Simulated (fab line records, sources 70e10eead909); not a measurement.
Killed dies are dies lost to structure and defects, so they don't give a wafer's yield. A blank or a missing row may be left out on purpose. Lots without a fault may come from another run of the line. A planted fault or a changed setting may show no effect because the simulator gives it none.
fab line records | flow nand_harc
record lots=13 wafers=39 last_day=34
route steps=1302 shown P_ZERO_WELL@35 P_STI@91 P_GATE@122 END@1302
lots that met no fault: from a run of the same line without faults
start_h: hours from the record's first day to the start of the lot's first wafer shown | wait_h: hours since the lot's step before | " the same as in the row above | L1.1+2: a row that stands for several wafers | - no value, or no start given | * or withheld: withheld | < > ~ a bound
route shown NAME@n: a module of which the file shows steps, and the number in the route of the first | usual: mean/standard deviation of fault-free wafers | same: alike in all rows | chamber/n: place in a boat | sites: the reading at each site | _std_site: their standard deviation | _edge_site: outer sites' mean less inner sites' | radius_mm: how far each site lies from the wafer's centre | mask NAME#n: copy n | behind: the tool/chamber that last shaped the wafer | hold: why the lot was held/for how many hours/how that ended | device: the transistor (n, p or np) that didn't switch | end of line: the same wafers' tests at the end of the route | a step without rows: its recipe alone | killed: dies lost to structure and defects at the first sort, not the wafer's yield | map: a wafer's dies, x killed, . not, _ none there
set.NAME: the setting as run; set.NAME@STEP: as run at that earlier step | model.NAME: the simulator's own value behind a step, which no gauge read
steps of the route over a sample of lots; a table a step, a row a wafer
services: from which hour (start_h, from the record's first day; less than 0 if before it) a tool's chamber was out of use, for how many hours, and why
## steps
# step NHARC_P_ZERO_WELL_STRIP_28
# recipe time_s=840 temp_c=130 chemistry=SPM
# columns lot.wafer tool chamber start_h wait_h
L693.3+4+2 wet_bench-05 4,5,6 23.28 0.1
L695.2+6+3 wet_bench-06 7,0,1 43.50 0.2
L696.3+2+6 wet_bench-06 6,0,2 53.70 0.1
L698.6+4+1 wet_bench-09 5,6,7 83.48 0.0
L699.5+3+4 wet_bench-06 6,1,3 83.64 0.1
L700.6+3+2 wet_bench-05 1,3,6 93.34 0.0
L703.6+4+3 wet_bench-06 3,5,6 124.09 0.0
L705.4+6+2 wet_bench-06 0,1,5 143.75 0.1
L708.4+3+2 wet_bench-05 0,1,3 174.08 0.1
L713.1+2+4 wet_bench-06 4,7,0 223.20 0.2
L714.4+2+5 wet_bench-09 7,2,3 233.48 0.1
L715.2+4+6 wet_bench-09 7,1,3 243.52 0.2
L716.4+6+2 wet_bench-09 7,2,4 253.47 0.1
# step NHARC_P_ZERO_WELL_INSPECT_43
# usual raw_defect_count=12/6.2
# columns lot.wafer tool chamber start_h wait_h raw_defect_count
L693.2 defect_inspect-01 - 27.35 0.5 5
L693.3 " - " " 6
L693.4 " - " " 18
L695.2 defect_inspect-01 - 47.69 0.5 7
L695.3 " - " " 4
L695.6 " - " " 12
L696.2 defect_inspect-02 - 57.93 0.5 15
L696.3 " - " " 6
L696.6 " - " " 10
L698.1 defect_inspect-02 - 87.56 0.6 24
L698.4 " - " " 13
L698.6 " - " " 5
L699.3 defect_inspect-01 - 87.89 0.4 11
L699.4 " - " " 12
L699.5 " - " " 13
L700.2 defect_inspect-02 - 97.53 0.5 5
L700.3 " - " " 11
L700.6 " - " " 10
L703.3 defect_inspect-02 - 128.93 0.4 416
L703.4 " - " " 406
L703.6 " - " " 419
L705.2 defect_inspect-01 - 147.99 0.5 419
L705.4 " - " " 432
L705.6 " - " " 426
L708.2 defect_inspect-01 - 178.29 0.5 9
L708.3 " - " " 8
L708.4 " - " " 10
L713.1 defect_inspect-01 - 227.44 0.6 25
L713.2 " - " " 19
L713.4 " - " " 17
L714.2 defect_inspect-01 - 237.81 0.5 8
L714.4 " - " " 7
L714.5 " - " " 2
L715.2 defect_inspect-01 - 247.64 0.5 13
L715.4 " - " " 10
L715.6 " - " " 18
L716.2 defect_inspect-01 - 257.53 0.5 4
L716.4 " - " " 14
L716.6 " - " " 10
# step NHARC_P_STI_CD_MEAS_16
# usual cd_nm=199.7/2.1
# columns lot.wafer tool chamber start_h wait_h cd_nm
L693.2 cd_sem-03 - 47.60 - 202.9
L693.3 " - " " 201.6
L693.4 " - " " 201.4
L695.2 cd_sem-02 - 65.50 - 199.9
L695.3 " - " " 198.4
L695.6 " - " " 196.4
L696.2 cd_sem-02 - 73.17 - 200.5
L696.3 " - " " 200.5
L696.6 " - " " 201.7
L699.3 cd_sem-01 - 105.04 - 201.9
L699.4 " - " " 201.2
L699.5 " - " " 202.6
L698.1 cd_sem-02 - 105.19 - 200.9
L698.4 " - " " 203.5
L698.6 " - " " 199.1
L700.2 cd_sem-01 - 115.20 - 198.5
L700.3 " - " " 200.5
L700.6 " - " " 195.5
L703.3 cd_sem-02 - 146.63 - 198.0
L703.4 " - " " 198.6
L703.6 " - " " 197.8
L705.2 cd_sem-03 - 165.70 - 200.8
L705.4 " - " " 201.6
L705.6 " - " " 202.9
L708.2 cd_sem-02 - 194.81 - 200.2
L708.3 " - " " 197.4
L708.4 " - " " 199.1
L713.1 cd_sem-02 - 247.91 - 198.1
L713.2 " - " " 200.9
L713.4 " - " " 201.3
L714.2 cd_sem-01 - 253.04 - 199.1
L714.4 " - " " 202.5
L714.5 " - " " 200.8
L715.2 cd_sem-02 - 262.90 - 198.3
L715.4 " - " " 201.5
L715.6 " - " " 199.3
L716.2 cd_sem-03 - 272.88 - 196.3
L716.4 " - " " 195.2
L716.6 " - " " 196.5
# step NHARC_P_GATE_CD_MEAS_11
# recipe target_cd_nm=1640 landing_energy_ev=500
# usual cd_nm=1640.5/1.2
# columns lot.wafer tool chamber start_h wait_h cd_nm
L693.2 cd_sem-02 0 89.53 - 1640.9
L693.3 " 0 " " 1639.9
L693.4 " 0 " " 1641.2
L695.2 cd_sem-01 0 101.83 - 1642.3
L695.3 " 0 " " 1640.3
L695.6 " 0 " " 1642.6
L696.2 cd_sem-02 0 107.26 - 1639.3
L696.3 " 0 " " 1641.2
L696.6 " 0 " " 1640.2
L699.3 cd_sem-02 0 140.73 - 1639.0
L699.4 " 0 " " 1638.5
L699.5 " 0 " " 1639.5
L698.1 cd_sem-01 0 140.89 - 1639.4
L698.4 " 0 " " 1640.2
L698.6 " 0 " " 1640.7
L700.2 cd_sem-02 0 155.62 - 1641.7
L700.3 " 0 " " 1642.2
L700.6 " 0 " " 1640.1
L703.3 cd_sem-01 0 183.14 - 1640.7
L703.4 " 0 " " 1639.0
L703.6 " 0 " " 1640.8
L705.2 cd_sem-02 0 199.58 - 1639.8
L705.4 " 0 " " 1642.4
L705.6 " 0 " " 1639.5
L708.2 cd_sem-01 0 225.41 - 1643.0
L708.3 " 0 " " 1641.9
L708.4 " 0 " " 1640.4
L713.1 cd_sem-03 0 283.12 - 1640.9
L713.2 " 0 " " 1640.2
L713.4 " 0 " " 1641.1
L714.2 cd_sem-01 0 283.29 - 1639.5
L714.4 " 0 " " 1640.5
L714.5 " 0 " " 1640.2
L715.2 cd_sem-01 0 295.89 - 1638.4
L715.4 " 0 " " 1640.1
L715.6 " 0 " " 1640.0
L716.2 cd_sem-02 0 306.61 - 1639.9
L716.4 " 0 " " 1639.1
L716.6 " 0 " " 1640.4
# step NHARC_P_GATE_ETCH_114
# recipe target_depth_a=300 overetch_a=30 time_s=16.5 ion_energy_ev=100 cf4_flow_sccm=80 o2_flow_sccm=20 ar_flow_sccm=0 rf_w=300 bias_w=100 chemistry=CF4/O2
# usual drypump_motor_current_A=5.7/0.42 oes_o_777_au=1.000/0.0044 oes_product_au=0.998/0.0078 rf_vpp_V=197.9/1.2 showerhead_plenum_p_Torr=1.34/0.046 throttle_valve_pct=13.397/0.0096
# columns lot.wafer tool chamber start_h wait_h drypump_motor_current_A oes_o_777_au oes_product_au rf_hours_counter_h rf_vpp_V showerhead_plenum_p_Torr throttle_valve_pct
L693.4 rie_diel-06 0 - - 4.7 0.994 0.991 10 197.4 1.31 13.399
L693.2 " 1 " " 6.0 0.991 1.014 8 199.2 1.36 13.391
L693.3 " 3 " " 6.0 1.000 1.000 10 198.0 1.39 13.404
L695.3 rie_diel-06 2 - - 5.8 1.000 0.996 10 199.3 1.37 13.403
L695.2 " 0 " " 4.7 1.000 0.995 10 198.7 1.31 13.405
L695.6 " 3 " " 6.1 1.005 1.002 - 199.3 1.39 13.396
L696.3 rie_diel-06 1 - - 6.1 0.996 1.003 9 197.4 1.36 13.418
L696.2 " 3 " " 6.0 1.001 1.003 11 199.0 1.39 13.395
L696.6 " 2 " " 5.8 0.998 0.997 - 197.8 1.37 13.399
L698.4 rie_diel-06 3 - - 6.0 1.005 1.005 1 198.1 1.39 13.387
L698.1 " 0 " " 4.7 1.005 0.994 1 196.0 1.31 13.400
L698.6 " 3 " " 6.0 1.002 0.995 - 198.1 1.39 13.401
L699.3 rie_diel-08 3 - - 6.1 0.999 1.001 8 198.5 1.35 13.394
L699.4 " 3 " " 6.1 0.998 1.003 - 198.6 1.35 13.406
L699.5 " 1 " " 5.5 1.002 0.992 - 197.9 1.29 13.390
L700.2 rie_diel-04 1 - - 6.2 0.997 0.996 9 196.8 1.32 13.432
L700.3 " 0 " " 5.8 1.003 0.999 7 195.9 1.27 13.394
L700.6 " 1 " " 6.2 1.002 0.995 - 197.9 1.32 13.398
L703.3 rie_diel-08 0 - - 5.9 1.005 1.006 1 198.6 1.42 13.396
L703.4 " 2 " " 5.5 0.998 1.010 0 195.2 1.28 13.399
L703.6 " 3 " " 6.1 0.999 1.007 - 197.5 1.35 13.395
L705.4 rie_diel-04 0 - - 5.8 1.008 0.991 1 195.2 1.27 13.399
L705.2 " 3 " " 5.1 0.999 0.988 1 199.0 1.39 13.385
L705.6 " 1 " " 6.2 0.997 0.987 - 197.7 1.32 13.403
L708.2 rie_diel-06 1 - - 6.0 0.996 1.009 4 199.1 1.36 13.398
L708.3 " 2 " " 5.8 1.007 1.011 4 197.8 1.37 13.394
L708.4 " 0 " " 4.7 1.000 1.007 5 195.7 1.31 13.404
L714.2 rie_diel-08 2 - - 5.5 1.000 0.997 6 197.3 1.27 13.395
L714.4 " 0 " " 5.9 1.004 0.999 7 198.3 1.42 13.392
L714.5 " 3 " " 6.1 0.998 0.990 - 198.1 1.35 13.388
L713.1 rie_diel-04 0 - - 5.8 1.004 0.990 7 196.9 1.27 13.385
L713.4 " 1 " " 6.2 1.005 0.982 6 198.0 1.32 13.393
L713.2 " 3 " " 5.2 1.001 0.994 7 198.4 1.39 13.399
L715.4 rie_diel-08 1 - - 5.5 0.998 0.996 7 196.1 1.29 13.394
L715.2 " 3 " " 6.1 1.004 0.998 8 198.2 1.35 13.410
L715.6 " 2 " " 5.5 0.999 1.004 - 197.1 1.27 13.391
L716.2 rie_diel-06 2 - - 5.8 0.997 0.999 0 197.6 1.37 13.396
L716.4 " 3 " " 6.0 0.996 1.002 0 199.1 1.39 13.398
L716.6 " 2 " " 5.8 0.988 1.005 - 199.6 1.37 13.401
# step NHARC_END_SORT_01
# recipe temp_c=25
# usual killed_at_array=56/21 killed_at_other=1.2/1.6 killed_at_periphery=3.7/2.5 killed_dies=61/21 killed_open=3.1/1.8 killed_short=2.8/1.7
# same gross_dies=677
# columns lot.wafer tool chamber start_h wait_h killed_at_array killed_at_other killed_at_periphery killed_dies killed_open killed_short
L703.3 prober-01 0 662.06 3.1 33 2 80 115 3 2
L703.4 prober-01 0 662.86 3.4 23 1 88 112 3 1
L703.6 prober-01 0 664.47 4.0 34 1 81 116 6 4
L705.2 prober-01 0 691.25 2.8 50 0 86 136 2 1
L705.4 prober-01 0 692.86 3.4 41 0 84 125 1 0
L705.6 prober-01 0 694.47 4.0 35 0 37 72 2 1
# killed by level:class
L703.3 P_ZERO_WELL:unspecified=78 A_CHANNEL_HOLE_D2:chamber_film_flake=18 A_CHANNEL_HOLE_D1:chamber_film_flake=9 P_GATE:chamber_film_flake=2 THIN_TSV:chamber_film_flake=2 A_ONON_D1:geometric_particle:open=1 A_DECK1_JOINT:geometric_particle:short=1 A_CHANNEL_HOLE_D2:geometric_particle:short=1
L703.4 P_ZERO_WELL:unspecified=86 A_CHANNEL_HOLE_D2:chamber_film_flake=14 A_CHANNEL_HOLE_D1:chamber_film_flake=3 A_CONTACT:chamber_film_flake=2 P_STI:geometric_particle:open=1 P_M0:geometric_particle:open=1 A_CHANNEL_FILL_D2:geometric_particle:open=1 A_SGD_CUT:geometric_particle:short=1
L703.6 P_ZERO_WELL:unspecified=80 A_CHANNEL_HOLE_D2:chamber_film_flake=14 A_CHANNEL_HOLE_D1:chamber_film_flake=10 A_WL_FILL:geometric_particle:short=4 A_WL_FILL:geometric_particle:open=2 A_M0:geometric_particle:open=2 A_CHANNEL_HOLE_D2:geometric_particle:open=1 STARTING-WAFER:geometric_particle:open=1
L705.2 P_ZERO_WELL:unspecified=84 A_CHANNEL_HOLE_D2:chamber_film_flake=20 A_CHANNEL_HOLE_D1:chamber_film_flake=13 A_CHANNEL_FILL_D2:chamber_film_flake=5 A_BLC:chamber_film_flake=3 P_BONDPAD:chamber_film_flake=2 A_SLIT:chamber_film_flake=2 A_STAIRCASE:chamber_film_flake=2
L705.4 P_ZERO_WELL:unspecified=81 A_CHANNEL_HOLE_D2:chamber_film_flake=16 A_CHANNEL_HOLE_D1:chamber_film_flake=7 A_STAIRCASE:chamber_film_flake=4 A_CONTACT:chamber_film_flake=4 A_DECK1_JOINT:chamber_film_flake=3 A_BLC:chamber_film_flake=3 P_BONDPAD:chamber_film_flake=2
L705.6 P_ZERO_WELL:unspecified=34 A_CHANNEL_HOLE_D2:chamber_film_flake=13 A_CHANNEL_HOLE_D1:chamber_film_flake=8 A_BLC:chamber_film_flake=4 P_BONDPAD:chamber_film_flake=3 A_STAIRCASE:chamber_film_flake=2 A_SLIT:chamber_film_flake=2 A_CHANNEL_FILL_D1:geometric_particle:open=1
## services
# columns tool chamber start_h hours kind
rie_diel-04 0 0.55 19.8 repair
wet_bench-09 - 0.80 8.0 pm
rie_diel-04 - 0.90 9.0 pm
rie_diel-08 - 14.47 9.0 pm
wet_bench-06 - 18.22 8.0 pm
rie_diel-06 - 43.07 0.2 repair
rie_diel-06 1 73.50 4.4 repair
wet_bench-05 - 84.80 8.0 pm
rie_diel-06 - 130.20 9.0 pm
rie_diel-08 0 147.02 23.0 repair
rie_diel-04 - 164.10 0.3 repair
rie_diel-06 2 166.11 20.1 repair
rie_diel-08 3 175.05 12.2 repair
wet_bench-09 - 176.80 8.0 pm
rie_diel-04 - 177.90 9.0 pm
rie_diel-08 2 180.09 9.1 repair
rie_diel-06 1 185.32 13.0 repair
rie_diel-08 - 191.47 9.0 pm
wet_bench-06 - 194.22 8.0 pm
rie_diel-04 0 206.37 1.6 repair
rie_diel-04 3 218.29 5.2 repair
rie_diel-08 1 248.51 4.1 repair
rie_diel-06 1 294.07 1.2 repair
rie_diel-06 - 307.20 9.0 pm
## key
first_sign step=NHARC_P_ZERO_WELL_INSPECT_43 reading=raw_defect_count direction=up sigmas=65 usual=12 struck=420
effect step=NHARC_END_SORT_01 reading=killed_at_periphery direction=up sigmas=29 usual=3.7 struck=76
more_kills_born_at NHARC_P_ZERO_WELL_STRIP_28@wet_bench-06=443
met_at NHARC_P_ZERO_WELL_STRIP_28
struck_lots L703,L705
tester_left_out L703,L705
not_acting_at NHARC_P_STI_CD_MEAS_16,NHARC_P_GATE_CD_MEAS_11,NHARC_P_GATE_ETCH_114
onset_between 83.64 124.09
fault kind=chamber_particle_source tool=wet_bench-06 chamber=- onset_h=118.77 steps=NHARC_P_ZERO_WELL_STRIP_28 rate_per_visit_cm2=0.64534 end_h=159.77
# tester_left_out: of these lots the tester's yield and bins aren't shown, on N5 and GAA mostly nor the transistor test; their killed dies are dies lost to structure and defects alone, not to doping, threshold or leakage, so they don't give the yield
